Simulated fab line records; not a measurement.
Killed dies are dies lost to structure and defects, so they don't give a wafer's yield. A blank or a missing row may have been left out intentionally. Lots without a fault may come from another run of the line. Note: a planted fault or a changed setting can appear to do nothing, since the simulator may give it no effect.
fab line records ; flow nand_harc
[record] lots = 6; wafers = 18; last_day = 33
route steps=1302 shown P_M1@297 END@1302
lots with no fault: from the same line, run without faults
start_h: hours from the record's opening day to when the first of the lot's shown wafers began ; wait_h: hours from the lot's prior step to this one ; " same as the row above ; L1.1+2: a single row standing in for several wafers ; - either no value or no given start ; * or withheld: withheld ; < > ~ a bound
route shown NAME@n: NAME is a module with steps in the file, n the number in the route of the first one ; usual: mean and standard deviation over wafers with no fault ; same: alike in all rows ; chamber/n: place in a boat ; sites: each site's reading ; _std_site: standard deviation of those values ; _edge_site: inner sites' mean taken away from outer sites' mean ; radius_mm: how far each site lies from the wafer's centre ; mask NAME#n: copy n ; behind: tool/chamber where the wafer was last shaped ; hold: cause of the lot's hold/its duration in hours/its outcome ; device: which transistor (n, p or np) failed to switch ; end of line: at the end of the route, the tests of the same wafers ; for a step that has no rows: nothing shown but its recipe ; killed: at the first sort, the dies lost to defects and structure; wafer yield is something else ; map: the dies of a wafer, with x for killed, . for not killed, _ for no die there
set.NAME: the run value of the setting; set.NAME@STEP: its run value at that earlier step ; model.NAME: the simulator's own value behind a step, which no gauge read
a table for each step, a row for each wafer; lots at some steps of the route
services: from which hour (start_h, from the record's first day; less than 0 if before it) a tool's chamber was out of use, for how many hours, and why
[[steps]]
[step NHARC_P_M1_INSPECT_11]
[usual] raw_defect_count = 4.1/2.3
lot.wafer;tool;chamber;start_h;wait_h;raw_defect_count
L619.1;defect_inspect-02;-;134.09;0.0;2
L619.3;defect_inspect-02;-;134.09;0.0;5
L619.4;defect_inspect-02;-;134.09;0.0;2
L620.3;defect_inspect-02;-;155.62;0.0;2
L620.4;defect_inspect-02;-;155.62;0.0;4
L620.5;defect_inspect-02;-;155.62;0.0;3
L629.2;defect_inspect-01;-;240.71;0.0;2
L629.4;defect_inspect-01;-;240.71;0.0;6
L629.5;defect_inspect-01;-;240.71;0.0;3
L630.1;defect_inspect-01;-;245.07;0.0;0
L630.3;defect_inspect-01;-;245.07;0.0;3
L630.6;defect_inspect-01;-;245.07;0.0;4
L638.2;defect_inspect-01;-;328.00;0.0;10
L638.3;defect_inspect-01;-;328.00;0.0;2
L638.5;defect_inspect-01;-;328.00;0.0;8
L639.2;defect_inspect-02;-;343.23;0.0;2
L639.4;defect_inspect-02;-;343.23;0.0;2
L639.5;defect_inspect-02;-;343.23;0.0;1
[step NHARC_P_M1_DESCUM_14]
[recipe] time_s = 3; o2_flow_sccm = 200; ar_flow_sccm = 0; bias_power_w = 0; chemistry = O2
[usual] drypump_motor_current_A = 5.6/0.3; oes_product_au = 0.999/0.0096; rf_vpp_V = 57.7/0.92; showerhead_plenum_p_Torr = 1.92/0.063; throttle_valve_pct = 11.310/0.0091
[same] time_s = 3
lot.wafer;tool;chamber;start_h;wait_h;drypump_motor_current_A;oes_product_au;rf_hours_counter_h;rf_vpp_V;showerhead_plenum_p_Torr;throttle_valve_pct
L619.3;rie_diel-11;2;134.15;0.1;5.2;0.997;4;57.8;1.95;11.302
L619.1;rie_diel-11;3;134.15;0.1;5.4;0.999;3;57.7;1.91;11.318
L619.4;rie_diel-11;0;134.15;0.1;5.7;1.007;4;57.3;1.86;11.308
L620.4;rie_diel-11;2;155.69;0.1;5.2;1.011;6;57.2;1.95;11.322
L620.3;rie_diel-11;0;155.69;0.1;5.7;1.014;6;57.8;1.86;11.296
L620.5;rie_diel-11;2;155.69;0.1;5.2;1.015;-;57.8;1.95;11.301
L629.4;rie_diel-05;0;240.78;0.1;5.8;1.010;1;58.3;1.90;11.296
L629.2;rie_diel-05;1;240.78;0.1;6.1;0.994;0;58.1;1.88;11.320
L629.5;rie_diel-05;0;240.78;0.1;5.9;1.010;-;57.1;1.90;11.304
L630.1;rie_diel-01;2;245.14;0.1;5.5;1.019;2;58.5;1.94;11.301
L630.3;rie_diel-01;3;245.14;0.1;5.9;0.994;2;56.4;1.85;11.305
L630.6;rie_diel-01;2;245.14;0.1;5.5;1.018;-;56.6;1.94;11.310
L638.2;rie_diel-01;3;328.07;0.1;5.9;0.998;8;58.8;1.85;11.309
L638.3;rie_diel-01;0;328.07;0.1;5.8;0.998;8;57.2;2.03;11.318
L638.5;rie_diel-01;0;328.07;0.1;5.8;0.992;-;58.5;2.03;11.307
L639.4;rie_diel-11;1;343.29;0.1;5.9;1.011;6;58.2;1.98;11.306
L639.2;rie_diel-11;2;343.29;0.1;5.2;0.996;9;57.9;1.94;11.300
L639.5;rie_diel-11;1;343.29;0.1;5.8;1.004;-;57.9;1.98;11.333
[step NHARC_P_M1_ETCH_35]
[recipe] target_depth_a = 400; overetch_a = 120; time_s = 43.94; ion_energy_ev = 200; n2_flow_sccm = 150; h2_flow_sccm = 150; ar_flow_sccm = 0; rf_w = 400; bias_w = 150; chemistry = N2/H2
[usual] drypump_motor_current_A = 5.60/0.3; oes_product_au = 0.999/0.01; rf_vpp_V = 430.6/1.9; showerhead_plenum_p_Torr = 2.05/0.067; throttle_valve_pct = 14.171/0.0093
[same] time_s = 43.94
lot.wafer;tool;chamber;start_h;wait_h;drypump_motor_current_A;oes_product_au;rf_hours_counter_h;rf_vpp_V;showerhead_plenum_p_Torr;throttle_valve_pct
L619.1;rie_diel-11;2;134.23;0.1;5.18;1.001;4;430.7;2.08;14.173
L619.4;rie_diel-11;3;134.23;0.1;5.41;1.002;3;430.6;2.04;14.175
L619.3;rie_diel-11;1;134.23;0.1;5.87;0.995;4;432.3;2.12;14.183
L620.3;rie_diel-11;3;155.77;0.1;5.42;1.001;5;431.3;2.04;14.168
L620.4;rie_diel-11;0;155.77;0.1;5.71;1.009;6;429.1;1.98;14.162
L620.5;rie_diel-11;0;155.77;0.1;5.67;1.006;-;428.9;1.98;14.173
L629.2;rie_diel-05;1;240.85;0.1;6.09;0.995;0;428.7;2.00;14.163
L629.4;rie_diel-05;0;240.85;0.1;5.82;1.009;1;429.1;2.02;14.163
L629.5;rie_diel-05;1;240.85;0.1;6.09;0.991;-;431.2;2.00;14.169
L630.3;rie_diel-01;1;245.22;0.1;5.20;0.993;2;429.7;2.01;14.173
L630.1;rie_diel-01;3;245.22;0.1;5.89;0.996;2;428.5;1.97;14.183
L630.6;rie_diel-01;0;245.22;0.1;5.78;0.999;-;433.5;2.17;14.165
L638.3;rie_diel-01;2;328.15;0.1;5.49;1.012;7;430.0;2.06;14.169
L638.2;rie_diel-01;1;328.15;0.1;5.21;1.004;8;428.8;2.00;14.168
L638.5;rie_diel-01;2;328.15;0.1;5.46;1.022;-;430.3;2.06;14.183
L639.2;rie_diel-11;3;343.38;0.1;5.44;0.987;8;430.1;2.03;14.178
L639.4;rie_diel-11;1;343.38;0.1;5.87;1.009;6;433.2;2.12;14.176
L639.5;rie_diel-11;0;343.38;0.1;5.67;0.987;-;427.1;1.97;14.155
[step NHARC_P_M1_ETCH_15]
[recipe] target_depth_a = 1825; time_s = 91.2; c4f8_flow_sccm = withheld; ar_flow_sccm = 400; rf_w = 600; bias_w = 300; chemistry = C4F8/Ar
[usual] oes_product_au = 0.958/0.022; rf_vpp_V = 441.1/2.1
[same] time_s = 91.2
lot.wafer;tool;chamber;start_h;wait_h;oes_product_au;rf_hours_counter_h;rf_vpp_V
L619.3;rie_diel-11;3;-;-;0.961;3;441.8
L619.1;rie_diel-11;0;-;-;0.972;4;440.1
L619.4;rie_diel-11;1;-;-;0.976;4;444.1
L620.3;rie_diel-11;2;-;-;0.977;6;440.7
L620.4;rie_diel-11;3;-;-;0.990;5;443.2
L620.5;rie_diel-11;1;-;-;0.952;-;443.3
L629.2;rie_diel-05;1;-;-;0.983;0;440.4
L629.4;rie_diel-05;3;-;-;0.965;1;436.7
L629.5;rie_diel-05;1;-;-;0.974;-;440.2
L630.3;rie_diel-01;1;-;-;0.953;2;440.1
L630.1;rie_diel-01;2;-;-;0.973;2;439.9
L630.6;rie_diel-01;2;-;-;0.966;-;443.1
L638.3;rie_diel-01;2;-;-;0.985;7;442.3
L638.2;rie_diel-01;0;-;-;0.969;8;444.4
L638.5;rie_diel-01;1;-;-;0.961;-;440.7
L639.4;rie_diel-11;0;-;-;0.966;7;438.8
L639.2;rie_diel-11;2;-;-;0.950;9;440.8
L639.5;rie_diel-11;0;-;-;0.962;-;440.9
[step NHARC_P_M1_CD_MEAS_16]
[usual] cd_nm = 130.1/0.81
lot.wafer;tool;chamber;start_h;wait_h;cd_nm
L619.1;cd_sem-01;-;134.45;-;129.6
L619.3;cd_sem-01;-;134.45;-;130.4
L619.4;cd_sem-01;-;134.45;-;128.7
L620.3;cd_sem-03;-;156.01;-;130.1
L620.4;cd_sem-03;-;156.01;-;129.7
L620.5;cd_sem-03;-;156.01;-;129.4
L629.2;cd_sem-02;-;241.08;-;130.9
L629.4;cd_sem-02;-;241.08;-;129.3
L629.5;cd_sem-02;-;241.08;-;130.1
L630.1;cd_sem-01;-;245.44;-;130.5
L630.3;cd_sem-01;-;245.44;-;131.7
L630.6;cd_sem-01;-;245.44;-;130.4
L638.2;cd_sem-03;-;328.37;-;129.8
L638.3;cd_sem-03;-;328.37;-;131.0
L638.5;cd_sem-03;-;328.37;-;130.8
L639.2;cd_sem-01;-;343.60;-;129.0
L639.4;cd_sem-01;-;343.60;-;129.8
L639.5;cd_sem-01;-;343.60;-;129.2
[step NHARC_P_M1_STRIP_18]
[recipe] power_w = 1000; n2_flow_sccm = 150; h2_flow_sccm = 150; ar_flow_sccm = 0; bias_w = 0; chemistry = N2/H2
[step NHARC_P_M1_ETCH_28]
[recipe] target_depth_a = 300; over_etch_frac = 0.3; time_s = 72.99; ion_energy_ev = 150; cf4_flow_sccm = 50; n2_flow_sccm = 100; ar_flow_sccm = 150; rf_w = 300; bias_w = 100; chemistry = CF4/N2
[usual] drypump_motor_current_A = 5.6/0.31; oes_product_au = 0.999/0.0095; rf_vpp_V = 314.2/1.8; showerhead_plenum_p_Torr = 2.63/0.085; throttle_valve_pct = 19.793/0.0098
[same] time_s = 72.99
lot.wafer;tool;chamber;start_h;wait_h;drypump_motor_current_A;oes_product_au;rf_hours_counter_h;rf_vpp_V;showerhead_plenum_p_Torr;throttle_valve_pct
L619.3;rie_diel-01;1;-;-;5.2;0.993;5;313.0;2.59;19.790
L619.1;rie_diel-01;2;-;-;5.5;1.008;5;315.1;2.66;19.783
L619.4;rie_diel-01;3;-;-;5.9;0.998;5;313.1;2.54;19.796
L620.3;rie_diel-01;3;-;-;5.9;0.996;6;311.0;2.54;19.797
L620.4;rie_diel-01;1;-;-;5.2;0.996;6;313.1;2.59;19.794
L620.5;rie_diel-01;0;-;-;5.8;1.008;-;316.5;2.78;19.799
L629.4;rie_diel-05;0;-;-;5.9;1.017;1;312.6;2.60;19.784
L629.2;rie_diel-05;1;-;-;6.1;1.002;1;313.6;2.58;19.799
L629.5;rie_diel-05;3;-;-;6.4;1.001;-;310.5;2.46;19.786
L630.3;rie_diel-11;3;-;-;5.5;0.997;13;314.8;2.62;19.794
L630.1;rie_diel-11;0;-;-;5.7;1.009;14;312.5;2.55;19.794
L630.6;rie_diel-11;3;-;-;5.5;0.997;-;313.5;2.62;19.795
L638.3;rie_diel-01;1;-;-;5.2;0.992;8;314.1;2.58;19.804
L638.2;rie_diel-01;3;-;-;5.9;1.012;8;313.0;2.54;19.798
L638.5;rie_diel-01;0;-;-;5.8;1.013;-;316.2;2.78;19.797
L639.2;rie_diel-11;3;-;-;5.4;0.991;8;314.7;2.62;19.799
L639.4;rie_diel-11;0;-;-;5.7;0.988;7;312.8;2.55;19.790
L639.5;rie_diel-11;2;-;-;5.2;1.000;-;314.3;2.66;19.786
[step NHARC_P_M1_STRIP_19]
[recipe] time_s = 600; temp_c = 30; chemistry = post_etch_residue_remover
[step NHARC_P_M1_DEGAS_29]
[recipe] temp_c = 250; time_s = 60
[usual] heater_power_w = 343/36; susceptor_temp_C = 250.02/0.16
[same] time_s = 60
lot.wafer;tool;chamber;start_h;wait_h;heater_power_w;susceptor_temp_C
L619.4;pvd_sputter-02;-;135.17;-;308;250.01
L619.3;pvd_sputter-02;-;135.17;-;368;250.19
L619.1;pvd_sputter-02;-;135.17;-;335;250.30
L620.3;pvd_sputter-01;-;156.73;-;289;250.24
L620.4;pvd_sputter-01;-;156.73;-;319;250.17
L620.5;pvd_sputter-01;-;156.73;-;283;249.94
L629.4;pvd_sputter-02;-;241.84;-;333;249.65
L629.2;pvd_sputter-02;-;241.84;-;411;250.17
L629.5;pvd_sputter-02;-;241.84;-;371;249.96
L630.1;pvd_sputter-02;-;246.16;-;414;249.94
L630.3;pvd_sputter-02;-;246.16;-;310;250.03
L630.6;pvd_sputter-02;-;246.16;-;378;250.06
L638.2;pvd_sputter-01;-;329.09;-;311;249.78
L638.3;pvd_sputter-01;-;329.09;-;395;249.99
L638.5;pvd_sputter-01;-;329.09;-;342;250.09
L639.4;pvd_sputter-01;-;344.30;-;350;250.14
L639.2;pvd_sputter-01;-;344.30;-;312;249.77
L639.5;pvd_sputter-01;-;344.30;-;332;249.88
[step NHARC_P_M1_PRE_CLEAN_30]
[recipe] time_s = 30; temp_c = 280; gas = H2/He
[step NHARC_P_M1_PVD_20]
[recipe] target_thk_a = 50; bias_v = 168.6; power_w = 15000; chamber_pressure_pa = 0.12; time_s = 8.06; substrate_temp_c = 50; material = TaN
[step NHARC_P_M1_PVD_21]
[recipe] target_thk_a = 300; chamber_pressure_pa = 5; power_w = 5000; substrate_temp_c = 30; time_s = 20.49; material = Cu
[step NHARC_P_M1_ECD_22]
[recipe] target_thk_a = 4000; bath_temp_c = 25; material = Cu
lot.wafer;tool;chamber;start_h;wait_h
L619.1+4+3;ecd_cu-02;0,1,0;135.57;-
L620.4+3+5;ecd_cu-01;1,0,1;157.19;-
L629.2+4+5;ecd_cu-01;0,0,1;242.24;-
L630.1+3+6;ecd_cu-01;0;246.68;-
L638.2+3+5;ecd_cu-02;0,1,0;329.49;-
L639.2+4+5;ecd_cu-02;1,1,0;344.68;-
[step NHARC_P_M1_ANNEAL_31]
[recipe] temp_c = 225; time_s = 90
[step NHARC_P_M1_CMP_23]
[recipe] t_overpolish_s = 20; target_thk_nm = 157.82
[usual] motor_current_A = 12.0/1.3; time_to_endpoint_s = 29/3.2
lot.wafer;tool;chamber;start_h;wait_h;motor_current_A;time_to_endpoint_s
L619.4;cmp-03;1;136.32;-;10.6;29
L619.3;cmp-03;2;136.32;-;11.8;28
L619.1;cmp-03;3;136.32;-;11.3;28
L620.4;cmp-01;3;157.84;-;10.6;36
L620.3;cmp-01;0;157.84;-;13.2;31
L620.5;cmp-01;2;157.84;-;11.9;29
L629.4;cmp-03;2;242.91;-;12.0;24
L629.2;cmp-03;3;242.91;-;11.7;50
L629.5;cmp-03;3;242.91;-;11.0;26
L630.1;cmp-01;1;247.39;-;12.5;30
L630.3;cmp-01;2;247.39;-;12.8;32
L630.6;cmp-01;1;247.39;-;12.1;57
L638.3;cmp-01;3;330.20;-;10.8;31
L638.2;cmp-01;1;330.20;-;12.8;28
L638.5;cmp-01;3;330.20;-;10.6;33
L639.2;cmp-03;1;345.42;-;10.7;28
L639.4;cmp-03;0;345.42;-;15.6;30
L639.5;cmp-03;2;345.42;-;11.2;28
[step NHARC_P_M1_THK_MEAS_24]
[recipe] thk_meas_gauge = xrf
[usual] thk_nm = 157.9/1.5
lot.wafer;tool;chamber;start_h;wait_h;thk_nm
L619.1;film_metro-02;-;136.60;-;156.7
L619.3;film_metro-02;-;136.60;-;158.3
L619.4;film_metro-02;-;136.60;-;157.8
L620.3;film_metro-01;-;158.13;-;157.3
L620.4;film_metro-01;-;158.13;-;160.9
L620.5;film_metro-01;-;158.13;-;155.2
L629.2;film_metro-02;-;243.23;-;156.5
L629.4;film_metro-02;-;243.23;-;156.5
L629.5;film_metro-02;-;243.23;-;157.2
L630.1;film_metro-02;-;247.67;-;157.9
L630.3;film_metro-02;-;247.67;-;158.8
L630.6;film_metro-02;-;247.67;-;157.7
L638.2;film_metro-02;-;330.48;-;156.3
L638.3;film_metro-02;-;330.48;-;160.1
L638.5;film_metro-02;-;330.48;-;157.1
L639.2;film_metro-02;-;345.73;-;156.9
L639.4;film_metro-02;-;345.73;-;157.8
L639.5;film_metro-02;-;345.73;-;157.2
[step NHARC_END_SORT_01]
[recipe] temp_c = 25
[usual] defect_limited_yield = 90.6/2.9; killed_at_array = 59/20; killed_at_other = 0.8/1.2; killed_at_periphery = 3.5/2.2; killed_dies = 63/20; killed_open = 3.3/1.8; killed_short = 2.6/1.7
[same] gross_dies = 677
lot.wafer;tool;chamber;start_h;wait_h;defect_limited_yield[%];killed_at_array;killed_at_other;killed_at_periphery;killed_dies;killed_open;killed_short
L629.2;prober-01;0;665.63;2.8;93.2;44;0;2;46;1;2
L629.4;prober-01;0;667.21;3.4;90.1;57;0;10;67;5;7
L629.5;prober-01;0;668.00;3.7;94.7;32;0;4;36;4;2
L630.1;prober-01;0;678.59;2.5;86.9;86;2;1;89;2;5
// killed by level:class
L629.2 A_CHANNEL_HOLE_D1:chamber_film_flake=24 A_ZERO_WELL:chamber_film_flake=4 A_STAIRCASE:chamber_film_flake=4 A_BLC:chamber_film_flake=3 P_M1:chamber_film_flake=2 A_CONTACT:chamber_film_flake=2 A_ONON_D2:geometric_particle:short=1 A_CHANNEL_FILL_D2:geometric_particle:short=1
L629.4 A_CHANNEL_HOLE_D1:chamber_film_flake=31 P_GATE:chamber_film_flake=5 A_BLC:chamber_film_flake=4 A_WL_FILL:geometric_particle:short=3 A_SLIT:chamber_film_flake=3 A_CONTACT:chamber_film_flake=3 A_BONDPAD:chamber_film_flake=3 P_CONTACT:geometric_particle:open=2
L629.5 A_CHANNEL_HOLE_D1:chamber_film_flake=20 A_STAIRCASE:chamber_film_flake=3 A_BLC:chamber_film_flake=2 P_CONTACT:geometric_particle:short=1 P_CONTACT:geometric_particle:open=1 A_ONON_D1:geometric_particle:short=1 A_CHANNEL_HOLE_D1:geometric_particle:open=1 A_DECK1_JOINT:geometric_particle:open=1
L630.1 A_CHANNEL_HOLE_D1:chamber_film_flake=31 A_SLIT:chamber_film_flake=28 A_CHANNEL_HOLE_D2:chamber_film_flake=15 A_CONTACT:chamber_film_flake=4 A_STAIRCASE:chamber_film_flake=2 THIN_TSV:chamber_film_flake=2 P_GATE:geometric_particle:open=1 A_CHANNEL_FILL_D1:geometric_particle:short=1
[[services]]
tool;chamber;start_h;hours;kind
rie_diel-05;-;129.09;0.5;repair
rie_diel-05;1;134.03;2.9;repair
rie_diel-11;3;134.97;5.1;repair
cmp-01;-;148.99;0.5;repair
rie_diel-11;3;149.52;2.6;repair
cmp-01;-;158.13;1.1;repair
ecd_cu-01;-;160.00;8.0;pm
rie_diel-01;1;179.14;2.4;repair
cmp-01;-;185.50;4.0;pm
ecd_cu-01;-;195.15;1.5;repair
cmp-01;-;197.83;3.6;repair
cmp-03;-;198.36;4.0;pm
rie_diel-01;-;203.80;9.0;pm
rie_diel-11;-;208.00;0.4;repair
rie_diel-11;0;209.00;6.9;repair
pvd_sputter-02;-;217.93;5.0;repair
rie_diel-05;-;229.65;9.0;pm
rie_diel-11;1;231.43;1.4;repair
rie_diel-11;-;255.50;9.0;pm
rie_diel-01;2;276.71;2.2;repair
rie_diel-05;0;287.53;2.8;repair
rie_diel-11;-;295.58;0.6;repair
rie_diel-11;1;320.92;8.0;repair
rie_diel-05;1;344.18;2.7;repair
[[key]]
[first_sign] step = NHARC_P_M1_CMP_23; reading = time_to_endpoint_s; direction = up; sigmas = 7.7; usual = *; struck = *
effect none on later readings
met_at NHARC_P_M1_ECD_22
struck_wafers L629.2,L630.6
onset_between 157.19 242.24
[fault] kind = process_parameter_drift; tool = ecd_cu-01; chamber = -; onset_h = 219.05; steps = NHARC_P_M1_ECD_22; channel = target_thk_a; offset = *; shape = step; end_h = 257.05; scope = struck_wafers_only; acts_in = *; stated = *
